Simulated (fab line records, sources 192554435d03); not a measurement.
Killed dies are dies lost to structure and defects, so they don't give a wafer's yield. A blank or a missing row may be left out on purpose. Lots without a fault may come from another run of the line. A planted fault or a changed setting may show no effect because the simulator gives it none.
Which tool did it? | flow n5_finfet | 12 lots, 36 wafers sampled, at 1 step of a route of 1938

WHAT THE GAUGES READ, wafer by wafer
N5_BEOL_M12_OVL_MEAS_11.
lot  | measured     | on         | V11_OVL (nm)
L074 | day 11 04:23 | overlay-01 | -2 -1 -1
L077 | day 11 21:51 | overlay-01 | -3 5 1
L080 | day 12 12:42 | overlay-02 | 4 0 5
L081 | day 13 00:13 | overlay-01 | -2 -3 -1
L082 | day 13 08:17 | overlay-02 | -2 -7 -5
L085 | day 14 03:35 | overlay-01 | -2 -1 -4
L089 | day 14 11:46 | overlay-02 | 0 -4 1
L087 | day 14 19:46 | overlay-02 | 7 3 0
L090 | day 14 22:25 | overlay-01 | -9 -5 -2
L094 | day 15 14:44 | overlay-02 | 6 8 4
L095 | day 16 12:27 | overlay-02 | 6 4 -1
L097 | day 17 03:50 | overlay-02 | -2 -4 -7

WHICH TOOL RAN EACH LOT (tool, then ch and the chambers of the sampled wafers, then the start)
The record holds no process step before these readings.

THE ANSWER, worked out from the rows above alone
Rule: what is usual is taken from the lots themselves. Put in order of their means at a reading, lots are off if they are a third of the lots or fewer, leave a main group of 4 or more, and stand apart from it by a gap of 3 or more times the standard deviation of the main group's means; of several such gaps the widest counts. A main group whose means are all the same, to the digits that the tables above print for the reading, isn't used. A lot without any number at a reading at which 4 lots or more have one is off too. The other lots that the step has rows for count as sound.
No lot is off at any reading shown: from this, nothing can be told.

WHAT THE SIMULATOR HAD PUT IN
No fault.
